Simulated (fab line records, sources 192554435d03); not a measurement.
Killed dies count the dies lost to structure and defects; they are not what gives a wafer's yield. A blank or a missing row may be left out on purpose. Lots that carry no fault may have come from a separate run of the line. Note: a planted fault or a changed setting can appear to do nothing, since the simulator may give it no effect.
Which of the tools did it? || flow n5_finfet || Sampling: 10 lots, 30 wafers, 5 of 1938 route steps

## WHAT EACH GAUGE READ, for each wafer
N5_WELL_APT_OVL_MEAS_09. Usual: NWELL_OVL typically reads -2 nm, with standard deviation 5.2.
{"lot": "L996", "measured": "day 2 02:05", "on": "overlay-01", "NWELL_OVL (nm)": "-6 5 -3", "flag": ""}
{"lot": "L998", "measured": "day 2 13:37", "on": "overlay-02", "NWELL_OVL (nm)": "-3 -1 -4", "flag": ""}
{"lot": "L999", "measured": "day 2 20:01", "on": "overlay-01", "NWELL_OVL (nm)": "4 3 3", "flag": ""}
{"lot": "L100", "measured": "day 3 01:47", "on": "overlay-01", "NWELL_OVL (nm)": "-2 -1 5", "flag": ""}
{"lot": "L106", "measured": "day 4 13:54", "on": "overlay-02", "NWELL_OVL (nm)": "-4 2 -1", "flag": ""}
{"lot": "L108", "measured": "day 5 01:50", "on": "overlay-01", "NWELL_OVL (nm)": "-7 -3 -1", "flag": ""}
{"lot": "L112", "measured": "day 6 01:35", "on": "overlay-01", "NWELL_OVL (nm)": "-11 -17 -4", "flag": ""}
{"lot": "L115", "measured": "day 6 19:37", "on": "overlay-01", "NWELL_OVL (nm)": "-3 3 -6", "flag": ""}
{"lot": "L116", "measured": "day 7 01:44", "on": "overlay-01", "NWELL_OVL (nm)": "-4 -3 -2", "flag": ""}
{"lot": "L117", "measured": "day 7 07:50", "on": "overlay-01", "NWELL_OVL (nm)": "-8 -2 -2", "flag": ""}

N5_PMOS_HMC_CHANNEL_EPI_OVL_MEAS_10. Usual: PMOS_HMC_BLK_OVL typically reads 0.0 nm, with standard deviation 0.72.
{"lot": "L996", "measured": "day 2 05:31", "on": "overlay-01", "PMOS_HMC_BLK_OVL (nm)": "0.7 1.1 0.2", "flag": ""}
{"lot": "L998", "measured": "day 2 17:53", "on": "overlay-02", "PMOS_HMC_BLK_OVL (nm)": "0.1 0.6 -0.1", "flag": ""}
{"lot": "L999", "measured": "day 2 23:52", "on": "overlay-01", "PMOS_HMC_BLK_OVL (nm)": "0.4 0.8 0.4", "flag": ""}
{"lot": "L100", "measured": "day 3 05:23", "on": "overlay-01", "PMOS_HMC_BLK_OVL (nm)": "-0.1 1.0 0.2", "flag": ""}
{"lot": "L106", "measured": "day 4 17:28", "on": "overlay-01", "PMOS_HMC_BLK_OVL (nm)": "0.5 -0.5 0.5", "flag": ""}
{"lot": "L108", "measured": "day 5 05:29", "on": "overlay-02", "PMOS_HMC_BLK_OVL (nm)": "0.7 0.1 -0.1", "flag": ""}
{"lot": "L112", "measured": "day 6 05:22", "on": "overlay-01", "PMOS_HMC_BLK_OVL (nm)": "0.5 0.5 1.2", "flag": ""}
{"lot": "L115", "measured": "day 6 23:25", "on": "overlay-01", "PMOS_HMC_BLK_OVL (nm)": "0.5 -0.6 0.7", "flag": ""}
{"lot": "L116", "measured": "day 7 05:35", "on": "overlay-01", "PMOS_HMC_BLK_OVL (nm)": "0.2 -0.4 0.4", "flag": ""}
{"lot": "L117", "measured": "day 7 11:37", "on": "overlay-02", "PMOS_HMC_BLK_OVL (nm)": "-0.1 -0.9 -0.1", "flag": ""}

N5_BEOL_M4_RC_MEAS_101. Usual: CJ_N 4.36, standard deviation 0.086; DIBL_N 36.2 mV/V, standard deviation 1.2; DIBL_P 36.3 mV/V, standard deviation 1.3; IOFF_N 0.155 nA/um, standard deviation 0.019; IOFF_N_LONG 5.54e-05 nA/um, standard deviation 2.4e-06; IOFF_P 0.210 nA/um, standard deviation 0.029; ION_N 677 uA/um, standard deviation 8.6; ION_P 465 uA/um, standard deviation 6.8; RS_PWELL 3012 ohm/sq, standard deviation 22; SS_N 71.4 mV/dec, standard deviation 0.48; SS_P 73.2 mV/dec, standard deviation 0.53; VT_N 249.9 mV, standard deviation 2.4; VT_P -250 mV, standard deviation 3.2.
{"lot": "L996", "measured": "day 7 20:34", "on": "prober-02", "CJ_N": "4.37 4.28 4.26", "DIBL_N (mV/V)": "35.9 35.5 35.7", "DIBL_P (mV/V)": "36.3 36.4 36.2", "IOFF_N (nA/um)": "0.161 0.155 0.155", "IOFF_N_LONG (nA/um)": "5.91e-05 5.98e-05 5.94e-05", "IOFF_P (nA/um)": "0.233 0.227 0.229", "ION_N (uA/um)": "680 690 681", "ION_P (uA/um)": "471 476 472", "RS_PWELL (ohm/sq)": "3019 3040 3036", "SS_N (mV/dec)": "71.5 70.4 70.8", "SS_P (mV/dec)": "73.6 72.9 73.7", "VT_N (mV)": "247.7 246.8 246.7", "VT_P (mV)": "-247 -247 -248", "flag": ""}
{"lot": "L998", "measured": "day 9 07:53", "on": "prober-02", "CJ_N": "4.36 4.33 4.42", "DIBL_N (mV/V)": "35.7 37.4 37.0", "DIBL_P (mV/V)": "36.0 38.4 37.4", "IOFF_N (nA/um)": "0.144 0.182 0.166", "IOFF_N_LONG (nA/um)": "5.41e-05 5.39e-05 5.48e-05", "IOFF_P (nA/um)": "0.215 0.245 0.222", "ION_N (uA/um)": "671 678 666", "ION_P (uA/um)": "463 469 464", "RS_PWELL (ohm/sq)": "3025 3032 3010", "SS_N (mV/dec)": "71.6 70.9 71.0", "SS_P (mV/dec)": "73.4 74.0 73.7", "VT_N (mV)": "251.6 246.6 249.5", "VT_P (mV)": "-249 -247 -248", "flag": ""}
{"lot": "L999", "measured": "day 9 14:22", "on": "prober-02", "CJ_N": "4.36 4.35 4.33", "DIBL_N (mV/V)": "37.6 37.2 36.1", "DIBL_P (mV/V)": "37.0 36.6 35.7", "IOFF_N (nA/um)": "0.164 0.149 0.144", "IOFF_N_LONG (nA/um)": "5.39e-05 5.35e-05 5.39e-05", "IOFF_P (nA/um)": "0.198 0.181 0.183", "ION_N (uA/um)": "679 673 674", "ION_P (uA/um)": "458 457 465", "RS_PWELL (ohm/sq)": "2999 3013 2969", "SS_N (mV/dec)": "71.6 71.4 71.0", "SS_P (mV/dec)": "73.7 74.1 73.3", "VT_N (mV)": "248.7 252.1 251.6", "VT_P (mV)": "-252 -253 -251", "flag": ""}
{"lot": "L100", "measured": "day 10 00:17", "on": "prober-02", "CJ_N": "4.31 4.36 4.31", "DIBL_N (mV/V)": "35.7 34.8 33.7", "DIBL_P (mV/V)": "36.7 35.9 34.1", "IOFF_N (nA/um)": "0.176 0.147 0.128", "IOFF_N_LONG (nA/um)": "5.62e-05 5.53e-05 5.77e-05", "IOFF_P (nA/um)": "0.239 0.219 0.190", "ION_N (uA/um)": "682 680 681", "ION_P (uA/um)": "470 474 467", "RS_PWELL (ohm/sq)": "3022 3020 3008", "SS_N (mV/dec)": "71.8 70.9 70.7", "SS_P (mV/dec)": "72.9 74.0 73.0", "VT_N (mV)": "251.2 250.3 250.1", "VT_P (mV)": "-250 -252 -250", "flag": ""}
{"lot": "L106", "measured": "day 11 21:41", "on": "prober-01", "CJ_N": "5.52 5.58 5.60", "DIBL_N (mV/V)": "35.6 34.5 37.6", "DIBL_P (mV/V)": "36.1 34.8 38.3", "IOFF_N (nA/um)": "0.132 0.121 0.172", "IOFF_N_LONG (nA/um)": "6.84e-05 6.8e-05 6.88e-05", "IOFF_P (nA/um)": "0.197 0.173 0.234", "ION_N (uA/um)": "658 661 678", "ION_P (uA/um)": "462 461 466", "RS_PWELL (ohm/sq)": "3150 3165 3152", "SS_N (mV/dec)": "71.6 71.3 72.0", "SS_P (mV/dec)": "73.6 72.1 73.4", "VT_N (mV)": "252.4 253.2 249.4", "VT_P (mV)": "-250 -252 -250", "flag": "OFF"}
{"lot": "L108", "measured": "day 12 09:59", "on": "prober-02", "CJ_N": "5.47 5.48 5.56", "DIBL_N (mV/V)": "35.1 34.7 35.2", "DIBL_P (mV/V)": "37.3 36.4 37.5", "IOFF_N (nA/um)": "0.152 0.142 0.164", "IOFF_N_LONG (nA/um)": "6.59e-05 6.65e-05 6.76e-05", "IOFF_P (nA/um)": "0.225 0.215 0.238", "ION_N (uA/um)": "670 672 677", "ION_P (uA/um)": "462 469 472", "RS_PWELL (ohm/sq)": "3152 3142 3133", "SS_N (mV/dec)": "71.4 71.8 70.4", "SS_P (mV/dec)": "74.0 73.4 73.7", "VT_N (mV)": "251.9 249.7 249.2", "VT_P (mV)": "-249 -249 -246", "flag": "OFF"}
{"lot": "L112", "measured": "day 12 18:44", "on": "prober-02", "CJ_N": "4.26 4.38 4.25", "DIBL_N (mV/V)": "36.5 35.7 36.0", "DIBL_P (mV/V)": "37.6 36.6 37.3", "IOFF_N (nA/um)": "0.155 0.142 0.145", "IOFF_N_LONG (nA/um)": "5.33e-05 5.43e-05 5.18e-05", "IOFF_P (nA/um)": "0.216 0.194 0.219", "ION_N (uA/um)": "672 676 676", "ION_P (uA/um)": "464 464 463", "RS_PWELL (ohm/sq)": "3015 3040 3008", "SS_N (mV/dec)": "70.9 71.5 71.8", "SS_P (mV/dec)": "73.4 73.3 73.5", "VT_N (mV)": "250.2 251.9 251.1", "VT_P (mV)": "-248 -251 -248", "flag": ""}
{"lot": "L115", "measured": "day 13 20:10", "on": "prober-02", "CJ_N": "4.39 4.32 4.42", "DIBL_N (mV/V)": "37.6 37.3 37.2", "DIBL_P (mV/V)": "36.5 37.1 36.3", "IOFF_N (nA/um)": "0.155 0.156 0.147", "IOFF_N_LONG (nA/um)": "5.46e-05 5.42e-05 5.54e-05", "IOFF_P (nA/um)": "0.207 0.218 0.203", "ION_N (uA/um)": "665 680 671", "ION_P (uA/um)": "457 465 467", "RS_PWELL (ohm/sq)": "3054 3022 3062", "SS_N (mV/dec)": "71.7 71.6 71.3", "SS_P (mV/dec)": "72.6 72.3 73.1", "VT_N (mV)": "250.2 250.3 250.7", "VT_P (mV)": "-250 -249 -249", "flag": ""}
{"lot": "L116", "measured": "day 14 17:31", "on": "prober-02", "CJ_N": "4.32 4.31 4.31", "DIBL_N (mV/V)": "36.7 36.6 37.7", "DIBL_P (mV/V)": "36.1 35.9 38.0", "IOFF_N (nA/um)": "0.170 0.166 0.184", "IOFF_N_LONG (nA/um)": "5.84e-05 5.82e-05 5.66e-05", "IOFF_P (nA/um)": "0.206 0.199 0.240", "ION_N (uA/um)": "676 676 690", "ION_P (uA/um)": "466 461 471", "RS_PWELL (ohm/sq)": "2994 2956 2996", "SS_N (mV/dec)": "71.5 70.6 72.1", "SS_P (mV/dec)": "73.0 73.5 73.9", "VT_N (mV)": "247.0 250.3 245.6", "VT_P (mV)": "-251 -252 -249", "flag": ""}
{"lot": "L117", "measured": "day 14 10:47", "on": "prober-02", "CJ_N": "4.57 4.48 4.53", "DIBL_N (mV/V)": "35.4 36.9 37.4", "DIBL_P (mV/V)": "33.4 35.5 36.0", "IOFF_N (nA/um)": "0.128 0.159 0.164", "IOFF_N_LONG (nA/um)": "5.38e-05 5.36e-05 5.42e-05", "IOFF_P (nA/um)": "0.159 0.188 0.199", "ION_N (uA/um)": "657 673 674", "ION_P (uA/um)": "451 459 458", "RS_PWELL (ohm/sq)": "3025 3015 3025", "SS_N (mV/dec)": "70.9 71.7 71.9", "SS_P (mV/dec)": "72.4 72.8 73.6", "VT_N (mV)": "252.2 250.4 249.7", "VT_P (mV)": "-254 -251 -252", "flag": ""}

## WHAT TOOL EACH LOT RAN ON (gives the tool, then ch and the chambers of the sampled wafers, and finally the start)
{"lot": "L996", "N5_ZERO_LAYER_ETCH_17": "rie_diel-06 ch 0,2,3, day 2 01:04", "N5_WELL_APT_IMPLANT_32": "implanter-02 ch 0, day 2 03:42"}
{"lot": "L998", "N5_ZERO_LAYER_ETCH_17": "rie_diel-03 ch 0,2,3, day 2 12:44", "N5_WELL_APT_IMPLANT_32": "implanter-01 ch 0, day 2 15:41"}
{"lot": "L999", "N5_ZERO_LAYER_ETCH_17": "rie_diel-06 ch 0,2,3, day 2 19:00", "N5_WELL_APT_IMPLANT_32": "implanter-01 ch 0, day 2 22:11"}
{"lot": "L100", "N5_ZERO_LAYER_ETCH_17": "rie_diel-03 ch 1,3, day 3 00:55", "N5_WELL_APT_IMPLANT_32": "implanter-02 ch 0, day 3 03:23"}
{"lot": "L106", "N5_ZERO_LAYER_ETCH_17": "rie_diel-05 ch 1,2, day 4 12:54", "N5_WELL_APT_IMPLANT_32": "implanter-01 ch 0, day 4 15:29"}
{"lot": "L108", "N5_ZERO_LAYER_ETCH_17": "rie_diel-06 ch 1,2,3, day 5 00:50", "N5_WELL_APT_IMPLANT_32": "implanter-01 ch 0, day 5 03:40"}
{"lot": "L112", "N5_ZERO_LAYER_ETCH_17": "rie_diel-03 ch 2,3, day 6 00:43", "N5_WELL_APT_IMPLANT_32": "implanter-02 ch 0, day 6 03:34"}
{"lot": "L115", "N5_ZERO_LAYER_ETCH_17": "rie_diel-05 ch 0,1,2, day 6 18:44", "N5_WELL_APT_IMPLANT_32": "implanter-02 ch 0, day 6 21:20"}
{"lot": "L116", "N5_ZERO_LAYER_ETCH_17": "rie_diel-05 ch 0,1, day 7 00:51", "N5_WELL_APT_IMPLANT_32": "implanter-02 ch 0, day 7 03:30"}
{"lot": "L117", "N5_ZERO_LAYER_ETCH_17": "rie_diel-06 ch 0,2, day 7 06:50", "N5_WELL_APT_IMPLANT_32": "implanter-02 ch 0, day 7 09:54"}
- N5_ZERO_LAYER_ETCH_17: etches SiO2 in CF4, target depth 12 nm, time 13.3 s.
- N5_WELL_APT_IMPLANT_32

## WHAT THE TOOLS THEMSELVES READ (means of the sampled wafers that have a number; where no wafer has one, the mark that the record gives instead)
N5_ZERO_LAYER_ETCH_17. Usual: drypump_motor_current_A 5.4 A, standard deviation 0.37; oes_product_au 0.78 a.u., standard deviation 0.07; rf_vpp_V 948.6 V, standard deviation 2.9; showerhead_plenum_p_Torr 2.14 Torr, standard deviation 0.046; throttle_valve_pct 15.68 %, standard deviation 0.23.
{"lot": "L996", "tool": "rie_diel-06", "drypump_motor_current_A (A)": 5.4, "oes_product_au (a.u.)": 0.78, "rf_vpp_V (V)": 949.2, "showerhead_plenum_p_Torr (Torr)": 2.15, "throttle_valve_pct (%)": 15.76, "flag": ""}
{"lot": "L998", "tool": "rie_diel-03", "drypump_motor_current_A (A)": 5.8, "oes_product_au (a.u.)": 0.75, "rf_vpp_V (V)": 950.3, "showerhead_plenum_p_Torr (Torr)": 2.17, "throttle_valve_pct (%)": 15.64, "flag": ""}
{"lot": "L999", "tool": "rie_diel-06", "drypump_motor_current_A (A)": 5.5, "oes_product_au (a.u.)": 0.78, "rf_vpp_V (V)": 948.6, "showerhead_plenum_p_Torr (Torr)": 2.15, "throttle_valve_pct (%)": 15.78, "flag": ""}
{"lot": "L100", "tool": "rie_diel-03", "drypump_motor_current_A (A)": 5.2, "oes_product_au (a.u.)": 0.84, "rf_vpp_V (V)": 950.1, "showerhead_plenum_p_Torr (Torr)": 2.17, "throttle_valve_pct (%)": 15.51, "flag": ""}
{"lot": "L106", "tool": "rie_diel-05", "drypump_motor_current_A (A)": 5.5, "oes_product_au (a.u.)": 0.87, "rf_vpp_V (V)": 949.1, "showerhead_plenum_p_Torr (Torr)": 2.15, "throttle_valve_pct (%)": 15.70, "flag": ""}
{"lot": "L108", "tool": "rie_diel-06", "drypump_motor_current_A (A)": 5.6, "oes_product_au (a.u.)": 0.74, "rf_vpp_V (V)": 947.1, "showerhead_plenum_p_Torr (Torr)": 2.10, "throttle_valve_pct (%)": 15.81, "flag": ""}
{"lot": "L112", "tool": "rie_diel-03", "drypump_motor_current_A (A)": 5.6, "oes_product_au (a.u.)": 0.74, "rf_vpp_V (V)": 951.8, "showerhead_plenum_p_Torr (Torr)": 2.20, "throttle_valve_pct (%)": 15.60, "flag": ""}
{"lot": "L115", "tool": "rie_diel-05", "drypump_motor_current_A (A)": 5.2, "oes_product_au (a.u.)": 0.81, "rf_vpp_V (V)": 947.8, "showerhead_plenum_p_Torr (Torr)": 2.13, "throttle_valve_pct (%)": 15.74, "flag": ""}
{"lot": "L116", "tool": "rie_diel-05", "drypump_motor_current_A (A)": 4.9, "oes_product_au (a.u.)": 0.82, "rf_vpp_V (V)": 946.3, "showerhead_plenum_p_Torr (Torr)": 2.10, "throttle_valve_pct (%)": 15.55, "flag": ""}
{"lot": "L117", "tool": "rie_diel-06", "drypump_motor_current_A (A)": 5.7, "oes_product_au (a.u.)": 0.77, "rf_vpp_V (V)": 949.5, "showerhead_plenum_p_Torr (Torr)": 2.15, "throttle_valve_pct (%)": 15.75, "flag": ""}

N5_WELL_APT_IMPLANT_32. Usual: beam_energy_keV at 49.999, with a standard deviation of 0.016.
{"lot": "L996", "tool": "implanter-02", "beam_energy_keV": 49.993, "flag": ""}
{"lot": "L998", "tool": "implanter-01", "beam_energy_keV": 49.981, "flag": ""}
{"lot": "L999", "tool": "implanter-01", "beam_energy_keV": 49.995, "flag": ""}
{"lot": "L100", "tool": "implanter-02", "beam_energy_keV": 50.023, "flag": ""}
{"lot": "L106", "tool": "implanter-01", "beam_energy_keV": 34.475, "flag": "OFF"}
{"lot": "L108", "tool": "implanter-01", "beam_energy_keV": 34.492, "flag": "OFF"}
{"lot": "L112", "tool": "implanter-02", "beam_energy_keV": 50.002, "flag": ""}
{"lot": "L115", "tool": "implanter-02", "beam_energy_keV": 49.991, "flag": ""}
{"lot": "L116", "tool": "implanter-02", "beam_energy_keV": 49.990, "flag": ""}
{"lot": "L117", "tool": "implanter-02", "beam_energy_keV": 49.979, "flag": ""}

## THE ANSWER, worked out from the rows above alone
Rule: lot off if the mean of its wafers having a number is beyond 3 standard deviations from the usual mean. A lot without any number at a reading at which 4 lots or more have one is off too. All remaining lots with rows at the step are treated as sound. The gauges are gone through in route order, then the tools' own readings, and for those a lot's mean is taken as printed above. At the first step where some lot is off, the reading lying furthest off is the one used; lots without a number count as furthest.
Off: L106, L108, seen at N5_BEOL_M4_RC_MEAS_101 (CJ_N).
If a tool, at a process step before that reading, ran all the lots that are off and no sound lot after the first of them, it fits. The gauges at N5_BEOL_M4_RC_MEAS_101 aren't tried: what is off there is off at N5_WELL_APT_IMPLANT_32 too, on other tools, and a gauge's error can't cause that. One fits: N5_WELL_APT_IMPLANT_32 on implanter-01. Its last sound lot is L999 (day 2 22:11), its first lot that is off L106 (day 4 15:29): a fault that began between those two fits.
On the lots that are off, the tool's own readings at N5_WELL_APT_IMPLANT_32 differ by more than 5 times the standard deviation of the sound lots' means, which bears it out; beam_energy_keV reads 34.483 there versus 49.994 on the sound lots.

## WHAT THE SIMULATOR PUT IN
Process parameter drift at N5_WELL_APT_IMPLANT_32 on implanter-01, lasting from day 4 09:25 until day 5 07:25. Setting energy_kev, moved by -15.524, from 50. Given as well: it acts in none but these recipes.
Struck lots among those shown: L106, L108. Same finding as the rule above.
